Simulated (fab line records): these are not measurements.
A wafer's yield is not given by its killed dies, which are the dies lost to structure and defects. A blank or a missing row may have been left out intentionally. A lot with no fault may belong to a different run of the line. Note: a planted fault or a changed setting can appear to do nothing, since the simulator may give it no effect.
fab line records -- flow nand-harc
record lots=6, wafers=18, last-day=24
route steps=1159 shown A_STAIRCASE@680 END@1159
lots with no fault: from the same line, run without faults
start-h: start of the lot's first displayed wafer, in hours after the record's first day -- wait-h: hours since the lot's step before -- " same as the row above -- L1.1+2: several wafers, shown together as one row -- - no value, or no start given -- * or withheld: withheld -- < > ~ a bound
route shown NAME@n: NAME is a module with steps in the file, n the number in the route of the first one -- usual: average and standard deviation across the fault-free wafers -- same: alike in all rows -- chamber/n: place in a boat -- sites: readings site by site -- _std_site: how widely they spread, as a standard deviation -- _edge_site: outer sites' mean less inner sites' -- radius-mm: how far each site lies from the wafer's centre -- mask NAME#n: copy n -- behind: the tool/chamber that last shaped the wafer -- hold: what put the lot on hold/how long, in hours/how the hold closed -- device: names the non-switching transistor (n, p or np) -- end of line: tests of these same wafers at the route's end -- where a step has no rows: the recipe by itself -- killed: count of dies lost to structure and defects at first sort (not the wafer's yield) -- map: a wafer's dies, marking killed ones x, the rest . and places with no die _
set.NAME: setting as actually run; set.NAME@STEP: the setting as run at that earlier step -- model.NAME: the simulator's own value behind a step, which no gauge read
lots at some steps of the route; a table a step, a row a wafer
services: the hour from which a tool's chamber was out of use, counted from the record's first day as start-h (under 0 if before that day), plus the number of hours and why
## steps
# step NHARC_A_STAIRCASE_SOFTBAKE_305
# recipe temp-c=135, time-s=170
# step NHARC_A_STAIRCASE_EBR_306
# step NHARC_A_STAIRCASE_EXPOSE_307
# recipe na=0.5, dose-mj=45.72, mask-id=CHOP_50
# step NHARC_A_STAIRCASE_PEB_308
# recipe peb-temp-c=115, peb-time-s=130
# step NHARC_A_STAIRCASE_DEVELOP_309
# recipe time-s=140
# step NHARC_A_STAIRCASE_HARDBAKE_311
# recipe temp-c=120, time-s=140
# step NHARC_A_STAIRCASE_DESCUM_312
# recipe time-s=3, o2-flow-sccm=200, ar-flow-sccm=0, bias-power-w=0, chemistry=O2
# step NHARC_A_STAIRCASE_ETCH_313
# recipe cf4-flow-sccm=100, chf3-flow-sccm=30, ar-flow-sccm=0, rf-w=500, bias-w=200, chemistry=CF4/CHF3
# step NHARC_A_STAIRCASE_HM_OPEN_463
# recipe o2-flow-sccm=400, cos-flow-sccm=20, ar-flow-sccm=0, rf-w=500, bias-w=300, chemistry=O2/COS
# usual drypump-motor-current-A=5.6/0.49, oes-product-au=1.001/0.0072, rf-fwd-power-W=499.1/1.7, rf-vpp-V=466.6/3, showerhead-plenum-p-Torr=3.10/0.14, throttle-valve-pct=28.329/0.0086
lot.wafer,tool,chamber,start-h,wait-h,drypump-motor-current-A,oes-product-au,rf-fwd-power-W,rf-hours-counter-h,rf-vpp-V,showerhead-plenum-p-Torr,throttle-valve-pct
L928.4,rie-diel-12,3,-,-,6.0,1.006,499.7,23,469.3,3.24,28.328
L928.2,rie-diel-12,0,-,-,5.8,0.995,496.4,21,467.7,3.12,28.331
L928.6,rie-diel-12,2,-,-,5.8,0.999,499.7,-,468.8,3.12,28.338
L937.2,rie-diel-11,1,-,-,6.4,1.010,499.8,59,464.5,2.96,28.321
L937.4,rie-diel-11,2,-,-,4.8,1.010,498.9,57,469.7,3.26,28.327
L937.6,rie-diel-11,1,-,-,6.4,1.006,499.3,-,464.2,2.96,28.323
L940.2,rie-diel-11,1,-,-,6.4,1.004,497.8,62,464.7,2.96,28.332
L940.1,rie-diel-11,3,-,-,5.9,1.008,497.2,57,470.5,3.31,28.322
L940.6,rie-diel-11,2,-,-,4.8,1.008,501.4,-,469.9,3.26,28.339
L944.1,rie-diel-12,0,-,-,5.7,0.993,497.8,55,466.1,3.10,28.333
L944.4,rie-diel-12,3,-,-,6.0,0.998,498.3,56,469.1,3.22,28.341
L944.5,rie-diel-12,1,-,-,5.0,1.000,500.1,-,462.6,2.96,28.336
L945.2,rie-diel-04,1,-,-,6.2,1.006,497.6,23,465.0,3.00,28.339
L945.4,rie-diel-04,2,-,-,5.7,1.000,498.1,28,465.2,3.04,28.331
L945.6,rie-diel-04,1,-,-,6.2,1.005,497.0,-,462.9,3.00,28.307
L946.1,rie-diel-11,3,-,-,5.9,0.997,503.2,7,470.8,3.30,28.324
L946.6,rie-diel-11,3,-,-,5.9,1.006,500.2,-,471.9,3.30,28.329
L946.5,rie-diel-11,0,-,-,5.1,1.009,498.1,-,471.6,3.37,28.349
# step NHARC_A_STAIRCASE_STRIP_464
# recipe o2-flow-sccm=400, cos-flow-sccm=20, ar-flow-sccm=0, bias-w=0, chemistry=O2/COS
# step NHARC_A_STAIRCASE_ETCH_453
# recipe target-depth-a=300, overetch-a=30, time-s=16.5, ion-energy-ev=100, cf4-flow-sccm=80, o2-flow-sccm=20, ar-flow-sccm=0, rf-w=300, bias-w=100, chemistry=CF4/O2
# usual drypump-motor-current-A=5.6/0.5, oes-product-au=1.002/0.0071, rf-fwd-power-W=294.0/1.4, rf-vpp-V=197.7/1.5, showerhead-plenum-p-Torr=1.33/0.061, throttle-valve-pct=13.397/0.0094
lot.wafer,tool,chamber,start-h,wait-h,drypump-motor-current-A,oes-product-au,rf-fwd-power-W,rf-hours-counter-h,rf-vpp-V,showerhead-plenum-p-Torr,throttle-valve-pct
L928.4,rie-diel-12,0,-,-,5.7,0.991,292.1,21,198.1,1.33,13.392
L928.2,rie-diel-12,1,-,-,5.0,0.979,295.0,20,197.4,1.27,13.402
L928.6,rie-diel-12,2,-,-,5.7,0.997,293.2,-,196.6,1.33,13.382
L937.4,rie-diel-11,2,-,-,4.8,1.002,295.1,57,198.2,1.39,13.409
L937.2,rie-diel-11,0,-,-,5.0,0.992,293.9,56,195.5,1.24,13.416
L937.6,rie-diel-11,1,-,-,6.3,1.001,291.2,-,196.6,1.26,13.389
L940.1,rie-diel-11,0,-,-,5.0,1.001,293.1,58,196.0,1.24,13.403
L940.2,rie-diel-11,2,-,-,4.8,1.004,297.0,59,200.4,1.39,13.407
L940.6,rie-diel-11,0,-,-,5.0,1.007,292.3,-,194.3,1.24,13.400
L944.1,rie-diel-12,0,-,-,5.7,1.006,292.3,55,196.7,1.33,13.384
L944.4,rie-diel-12,3,-,-,6.0,0.999,293.2,56,198.8,1.38,13.404
L944.5,rie-diel-12,1,-,-,5.0,0.992,295.0,-,195.1,1.26,13.397
L945.2,rie-diel-04,0,-,-,5.0,1.009,295.4,27,196.4,1.25,13.409
L945.4,rie-diel-04,3,-,-,5.3,1.002,294.7,29,199.8,1.38,13.390
L945.6,rie-diel-04,1,-,-,6.2,1.009,293.7,-,196.4,1.28,13.395
L946.1,rie-diel-11,0,-,-,5.0,1.010,292.0,9,200.2,1.44,13.405
L946.6,rie-diel-11,3,-,-,5.9,1.001,297.0,-,200.6,1.42,13.403
L946.5,rie-diel-11,0,-,-,5.0,0.993,292.0,-,199.5,1.44,13.401
# step NHARC_A_STAIRCASE_ETCH_315
# recipe target-depth-a=25000, time-s=607.1, ion-energy-ev=800, c4f8-flow-sccm=80, o2-flow-sccm=60, ar-flow-sccm=withheld, rf-w=600, bias-w=3000, chemistry=C4F8/O2/Ar
# usual oes-product-au=0.931/0.0079, rf-fwd-power-W=599.1/1.9, rf-vpp-V=1824/12
lot.wafer,tool,chamber,start-h,wait-h,oes-product-au,rf-fwd-power-W,rf-hours-counter-h,rf-vpp-V
L928.2,rie-diel-12,2,280.98,-,0.925,600.1,22,1827
L928.4,rie-diel-12,0,280.98,-,0.941,598.0,21,1826
L928.6,rie-diel-12,2,280.98,-,0.936,594.7,-,1829
L937.4,rie-diel-11,3,339.69,-,0.933,597.4,55,1841
L937.2,rie-diel-11,0,339.69,-,0.940,598.8,56,1808
L937.6,rie-diel-11,3,339.69,-,0.941,599.4,-,1840
L940.1,rie-diel-11,0,347.38,-,0.927,597.7,58,1808
L940.2,rie-diel-11,1,347.38,-,0.942,596.2,62,1813
L940.6,rie-diel-11,0,347.38,-,0.936,599.8,-,1810
L944.1,rie-diel-12,0,371.99,-,0.921,596.5,55,1824
L944.4,rie-diel-12,1,371.99,-,0.916,597.9,55,1814
L944.5,rie-diel-12,0,371.99,-,0.926,601.4,-,1825
L945.2,rie-diel-04,2,374.17,-,0.924,597.7,28,1820
L945.4,rie-diel-04,3,374.17,-,0.933,601.2,29,1834
L945.6,rie-diel-04,2,374.17,-,0.929,600.9,-,1820
L946.1,rie-diel-11,3,402.14,-,0.932,598.6,8,1842
L946.6,rie-diel-11,0,402.14,-,0.925,595.4,-,1847
L946.5,rie-diel-11,1,402.14,-,0.940,601.5,-,1813
# step NHARC_A_STAIRCASE_STRIP_316
# recipe o2-flow-sccm=500, ar-flow-sccm=0, bias-w=0, chemistry=O2
# step NHARC_A_STAIRCASE_STRIP_317
# recipe time-s=900, temp-c=130, chemistry=SPM
# step NHARC_A_STAIRCASE_PRECLEAN_318
# recipe time-s=*, temp-c=50, bath-age-min=0, chemistry=SC1
# step NHARC_A_STAIRCASE_SRD_329
# step NHARC_A_STAIRCASE_ALD_415
# recipe target-thk-a=300, pulse-time-s=6, ald-cycles=300, temp-c=300, material=SiO2
# step NHARC_A_STAIRCASE_ETCHBACK_416
# recipe target-depth-a=360, time-s=7.2, c4f8-flow-sccm=withheld, o2-flow-sccm=8, ar-flow-sccm=withheld, rf-w=600, bias-w=800, chemistry=C4F8/O2/Ar
# step NHARC_A_STAIRCASE_STRIP_476
# recipe time-s=20, o2-flow-sccm=500, ar-flow-sccm=0, bias-w=0, chemistry=O2
# usual drypump-motor-current-A=5.5/0.53, oes-product-au=1.003/0.0065, rf-vpp-V=57.7/0.95, showerhead-plenum-p-Torr=3.51/0.17, throttle-valve-pct=17.037/0.0094
lot.wafer,tool,chamber,start-h,wait-h,drypump-motor-current-A,oes-product-au,rf-hours-counter-h,rf-vpp-V,showerhead-plenum-p-Torr,throttle-valve-pct
L928.2,rie-diel-11,1,285.95,0.1,6.4,0.999,37,56.7,3.36,17.040
L928.4,rie-diel-11,0,285.95,0.1,5.1,0.993,36,57.7,3.30,17.022
L928.6,rie-diel-11,2,285.95,0.1,4.8,1.003,-,58.3,3.69,17.027
L937.4,rie-diel-11,2,343.09,0.1,4.8,1.014,58,58.7,3.68,17.043
L937.2,rie-diel-11,1,343.09,0.1,6.4,1.008,60,57.6,3.35,17.037
L937.6,rie-diel-11,2,343.09,0.1,4.8,1.005,-,57.8,3.68,17.030
L940.1,rie-diel-04,0,352.21,0.1,5.0,1.013,21,58.4,3.31,17.033
L940.2,rie-diel-04,2,352.21,0.1,5.7,0.990,21,55.9,3.44,17.035
L940.6,rie-diel-04,0,352.21,0.1,5.0,1.003,-,56.3,3.31,17.036
L944.4,rie-diel-04,0,375.44,0.1,5.1,0.991,28,56.7,3.31,17.045
L944.1,rie-diel-04,2,375.44,0.1,5.7,0.996,29,57.6,3.43,17.042
L944.5,rie-diel-04,0,375.44,0.1,5.0,0.999,-,56.5,3.31,17.057
L945.2,rie-diel-11,2,378.77,0.3,4.8,0.991,1,58.6,3.68,17.038
L945.6,rie-diel-11,2,378.77,0.3,4.8,0.999,-,58.1,3.67,17.013
L945.4,rie-diel-11,1,378.77,0.3,6.3,1.001,-,58.2,3.34,17.039
L946.1,rie-diel-12,1,405.45,0.1,5.0,0.995,5,56.6,3.34,17.050
L946.6,rie-diel-12,2,405.45,0.1,5.8,1.011,-,57.9,3.50,17.033
L946.5,rie-diel-12,3,405.45,0.1,6.0,0.995,-,58.3,3.63,17.044
# step NHARC_A_STAIRCASE_DEP_417
# recipe target-thk-a=600, step-coverage-pct=20, temp-c=400, target-thk-nm=60, flow-sccm=200, rf-w=450, material=Si3N4
# usual heater-power-w=737/87, rf-fwd-power-W=449.3/1.4
lot.wafer,tool,chamber,start-h,wait-h,heater-power-w,rf-fwd-power-W
L928.2,pecvd-04,0,286.12,-,766,448.5
L928.4,pecvd-04,2,286.12,-,749,447.9
L928.6,pecvd-04,0,286.12,-,782,448.9
L937.2,pecvd-03,2,343.31,-,862,451.3
L937.6,pecvd-03,1,343.31,-,786,450.3
L937.4,pecvd-03,2,343.31,-,853,449.4
L940.2,pecvd-03,1,352.30,-,723,447.4
L940.1,pecvd-03,2,352.30,-,882,448.1
L940.6,pecvd-03,1,352.30,-,728,447.9
L944.1,pecvd-01,0,375.62,-,688,450.2
L944.5,pecvd-01,1,375.62,-,681,448.1
L944.4,pecvd-01,2,375.62,-,859,450.7
L945.2,pecvd-03,2,379.08,-,936,450.5
L945.6,pecvd-03,2,379.08,-,939,449.6
L945.4,pecvd-03,1,379.08,-,788,451.6
L946.1,pecvd-03,2,405.66,-,860,449.3
L946.5,pecvd-03,1,405.66,-,823,450.7
L946.6,pecvd-03,2,405.66,-,852,450.4
# step NHARC_A_STAIRCASE_WET_418
# recipe temp-c=160, target-depth-a=200, chemistry=H3PO4
# step NHARC_A_STAIRCASE_PRECLEAN_419
# recipe time-s=*, temp-c=50, bath-age-min=0, chemistry=SC1
# step NHARC_A_STAIRCASE_SRD_421
# step NHARC_A_STAIRCASE_ALD_420
# recipe target-thk-a=200, pulse-time-s=6, ald-cycles=200, temp-c=300, material=SiO2
# usual heater-power-w=457/38, precursor-pulse-height-rel=1.002/0.02
lot.wafer,tool,chamber,start-h,wait-h,heater-power-w,precursor-pulse-height-rel
L928.2,ald-hk-03,2,287.82,-,452,1.003
L928.4,ald-hk-03,3,287.82,-,440,1.005
L928.6,ald-hk-03,0,287.82,-,408,1.014
L937.4,ald-hk-01,1,344.75,-,456,0.997
L937.2,ald-hk-01,2,344.75,-,503,0.966
L937.6,ald-hk-01,0,344.75,-,386,1.026
L940.2,ald-hk-03,2,356.38,-,449,1.003
L940.1,ald-hk-03,0,356.38,-,441,0.993
L940.6,ald-hk-03,1,356.38,-,530,1.028
L944.4,ald-hk-03,0,379.31,-,433,1.008
L944.1,ald-hk-03,1,379.31,-,525,0.993
L944.5,ald-hk-03,1,379.31,-,539,0.976
L945.4,ald-hk-03,3,382.04,-,467,0.968
L945.2,ald-hk-03,1,382.04,-,532,0.996
L945.6,ald-hk-03,3,382.04,-,471,1.007
L946.1,ald-hk-02,1,409.82,-,449,0.983
L946.6,ald-hk-02,2,409.82,-,452,0.997
L946.5,ald-hk-02,3,409.82,-,439,1.021
# step NHARC_A_STAIRCASE_CVD_552
# recipe target-thk-a=400, temp-c=700, pressure-mtorr=300, material=SiNx
# step NHARC_A_STAIRCASE_DEP_151
# recipe target-thk-a=38000, temp-c=400, target-thk-nm=3800, teos-flow-sccm=200, rf-w=500, material=SiO2
# step NHARC_A_STAIRCASE_ANNEAL_320
# recipe temp-c=750, time-s=1800
# step NHARC_A_STAIRCASE_DEP_322
# recipe target-thk-a=38000, temp-c=400, target-thk-nm=3800, teos-flow-sccm=200, rf-w=500, material=SiO2
# step NHARC_A_STAIRCASE_ANNEAL_323
# recipe temp-c=750, time-s=1800
# step NHARC_A_STAIRCASE_DEP_325
# recipe target-thk-a=38000, temp-c=400, target-thk-nm=3800, teos-flow-sccm=200, rf-w=500, material=SiO2
# step NHARC_A_STAIRCASE_ANNEAL_326
# recipe temp-c=750, time-s=1800
# step NHARC_A_STAIRCASE_DEHYDRATE_433
# recipe temp-c=150, time-s=120
# step NHARC_A_STAIRCASE_HMDS_434
# recipe time-s=30
# step NHARC_A_STAIRCASE_COAT_435
# recipe spin-rpm=1200
# step NHARC_A_STAIRCASE_SOFTBAKE_436
# recipe temp-c=135, time-s=170
# step NHARC_A_STAIRCASE_EBR_437
# step NHARC_A_STAIRCASE_EXPOSE_438
# recipe na=0.5, dose-mj=28.97, mask-id=STAIR_REV
# step NHARC_END_SORT_01
# recipe temp-c=25
# usual killed-at-array=29/11, killed-at-other=0.6/0.92, killed-at-periphery=3.2/2, killed-dies=33/11, killed-open=3.2/2, killed-short=1.9/1.5
# same gross-dies=677
lot.wafer,tool,chamber,start-h,wait-h,killed-at-array,killed-at-other,killed-at-periphery,killed-dies,killed-open,killed-short
L937.2,prober-02,0,511.60,2.8,91,0,3,94,1,1
L937.4,prober-02,0,513.19,3.4,58,0,3,61,4,1
L937.6,prober-02,0,514.79,4.0,55,0,10,65,3,3
L940.1,prober-02,0,519.45,2.5,110,0,5,115,5,6
L940.2,prober-02,0,520.25,2.8,110,0,5,115,5,0
L940.6,prober-02,0,523.43,4.0,119,0,2,121,2,0
# killed by level:class
L937.2 A_STAIRCASE:unspecified=73 A_SLIT:chamber-film-flake=10 A_CONTACT:chamber-film-flake=3 P_ZERO_WELL:chamber-film-flake=2 A_CHANNEL_HOLE_D1:chamber-film-flake=2 A_CHANNEL_HOLE_D1:geometric-particle:short=1 A_SGD_CUT:geometric-particle:open=1 P_GATE:chamber-film-flake=1
L937.4 A_STAIRCASE:unspecified=31 A_SLIT:chamber-film-flake=12 A_CONTACT:chamber-film-flake=6 A_CHANNEL_HOLE_D1:chamber-film-flake=2 P_GATE:geometric-particle:open=1 A_SOURCE_PLATE:geometric-particle:open=1 A_ONON_D1:geometric-particle:open=1 A_CHANNEL_FILL_D1:geometric-particle:short=1
L937.6 A_STAIRCASE:unspecified=30 A_SLIT:chamber-film-flake=13 P_ZERO_WELL:chamber-film-flake=4 A_CONTACT:chamber-film-flake=4 A_CHANNEL_HOLE_D1:chamber-film-flake=3 P_GATE:chamber-film-flake=2 P_GATE:geometric-particle:short=1 P_GATE:geometric-particle:open=1
L940.1 A_STAIRCASE:unspecified=73 A_CHANNEL_HOLE_D1:chamber-film-flake=17 A_SLIT:chamber-film-flake=7 A_STAIRCASE:chamber-film-flake=3 A_CHANNEL_FILL_D1:geometric-particle:short=2 A_M1:geometric-particle:open=2 A_CONTACT:chamber-film-flake=2 P_GATE:geometric-particle:open=1
L940.2 A_STAIRCASE:unspecified=80 A_CHANNEL_HOLE_D1:chamber-film-flake=17 A_SLIT:chamber-film-flake=5 A_CONTACT:chamber-film-flake=3 P_GATE:geometric-particle:open=2 P_STI:chamber-film-flake=2 A_STAIRCASE:chamber-film-flake=2 A_ONON_D1:geometric-particle:open=1
L940.6 A_STAIRCASE:unspecified=73 A_CHANNEL_HOLE_D1:chamber-film-flake=22 A_SLIT:chamber-film-flake=16 A_CONTACT:chamber-film-flake=5 P_STI:chamber-film-flake=2 A_WL_FILL:geometric-particle:open=1 A_M0:geometric-particle:open=1 A_STAIRCASE:chamber-film-flake=1
# map L937.2 (x killed, . not)
____________x____________
_________xxxxxxx_________
_______..xxxxxxx.._______
______....xxxxxxx..______
_____..xxxxxxxxxx..._____
____.....xxxxxxxx....____
____....xxxxxxxx..x..____
___......xxxxxxxx.....___
___...x..xxxxxx.x.x...___
__......xxxxxxxx.......__
__......x.xxxx.........__
_.x.....x.xxxx..x......._
_.x.......x............._
_.......xx.............._
_......................._
_......................._
.........................
.........x...............
.........................
.........................
.........................
_....x.................._
_......................._
_........x.............._
_......................._
_......................._
__.....................__
__.....................__
___...................___
___...................___
____...........x.....____
____.................____
_____..............._____
______.............______
_______..........._______
_________......._________
____________.____________
# map L940.6 (x killed, . not)
____________x____________
_________xxxxxxx_________
_______..xxxxxxx.._______
______.xxxxxxxxxx..______
_____...xxxxxxxxx..._____
____.....xxxxxxx.....____
____......xxxxxxx....____
___......xxxxxxx......___
___...x..xxxxxx.x.....___
__.....x.xxxxxxx.......__
__xx........xxx........__
_xxx.......x............_
_..x...................x_
_x......x..x............_
_x......x..............._
_.x...x......xx........._
xx.x.....................
xx..........x...x......x.
.xx......................
.........................
........x...x............
_.......x.xx.....x.x...._
_.......xx.............._
_......x.xxx............_
_........xxx............_
_........x.x............_
__......x.x............__
__.....................__
___...................___
___...................___
____.................____
____.................____
_____..............._____
______.............______
_______..........._______
_________......._________
____________.____________
## services
tool,chamber,start-h,hours,kind
pecvd-03,1,258.94,2.9,repair
rie-diel-11,0,272.36,-,clean
rie-diel-11,1,272.36,-,clean
rie-diel-11,2,272.36,-,clean
rie-diel-11,3,272.36,-,clean
pecvd-04,1,277.06,12.1,repair
ald-hk-02,-,280.80,10.0,pm
rie-diel-04,-,288.90,9.0,pm
pecvd-03,-,292.36,13.0,pm
rie-diel-11,0,296.86,-,clean
rie-diel-11,1,296.86,-,clean
rie-diel-11,2,296.86,-,clean
rie-diel-11,3,296.86,-,clean
ald-hk-02,-,318.44,13.0,repair
rie-diel-11,0,321.36,-,clean
pecvd-03,-,323.59,2.8,repair
rie-diel-04,2,362.65,7.9,repair
rie-diel-11,2,363.14,3.9,repair
rie-diel-11,-,366.82,9.0,pm
pecvd-04,-,376.48,13.0,pm
rie-diel-12,-,379.69,9.0,pm
rie-diel-04,3,381.53,3.7,repair
pecvd-03,-,406.40,0.5,repair
rie-diel-12,3,406.51,1.2,repair
## key
first-sign step=NHARC_END_SORT_01, reading=killed-at-array, direction=up, sigmas=5.7, usual=29, struck=90
effect step=NHARC_END_SORT_01, reading=killed-dies, direction=up, sigmas=5.6, usual=33, struck=95
more-kills-born-at NHARC_A_STAIRCASE_ETCH_315@rie-diel-11=355
met-at NHARC_A_STAIRCASE_ETCH_315
struck-wafers L937.2,L937.4,L937.6,L940.1,L940.2,L940.6
tester-left-out L937,L940
fault kind=chamber-particle-source, tool=rie-diel-11, chamber=-, onset-h=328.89, steps=NHARC_A_STAIRCASE_ETCH_315, rate-per-visit-cm2=0.86217, end-h=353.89
# tester-left-out: of these lots the tester's yield and bins aren't shown, on N5 and GAA mostly nor the transistor test; their killed dies are dies lost to structure and defects alone, not to doping, threshold or leakage, so they don't give the yield
